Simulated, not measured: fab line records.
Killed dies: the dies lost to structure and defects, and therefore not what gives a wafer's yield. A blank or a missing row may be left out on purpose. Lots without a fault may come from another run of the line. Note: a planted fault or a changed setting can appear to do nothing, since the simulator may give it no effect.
Matching of chambers	flow n5_finfet	4 sister chambers for N5_BEOL_M12_DESCUM_33 on rie_diel-03
The step chemistry O2, time 7.9 s. 4 wafers are shown with their chamber, then 7 later ones without.

WAFERS WITH THEIR CHAMBER
wafer	chamber	showerhead_plenum_p_Torr (Torr)
L949.5	3	2.00
L949.6	0	2.11
L951.1	1	2.11
L951.3	2	2.04

WAFERS WHOSE CHAMBER IS MISSING
wafer	showerhead_plenum_p_Torr (Torr)
L951.6	2.11
L953.4	2.10
L953.5	2.10
L953.6	2.00
L960.1	2.11
L960.4	1.99
L960.5	2.03

THE CHAMBER EACH PASSED THROUGH
wafer	from the rows above	in truth
L951.6	can't be placed: 0 or 1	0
L953.4	can't be placed: 0 or 1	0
L953.5	can't be placed: 0 or 1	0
L953.6	3	3
L960.1	can't be placed: 0 or 1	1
L960.4	3	3
L960.5	2	2
Correctly placed: 3 of 7. Can't be placed from these rows: 4 (the true chamber is among the candidates in 4). Wrongly placed: 0.
How it was worked out, from the rows above alone: a wafer's distance from a chamber is the root of the sum, over the readings, of the square of ((its reading less the chamber's mean) divided by the reading's scatter). The wafer belongs to the nearest chamber; if the next one is less than 2 further off, it can't be placed. The mean given for a chamber averages the wafers shown for that chamber. The scatter: root of mean squared gap, hidden wafer to nearest shown wafer, with one shown wafer a chamber.
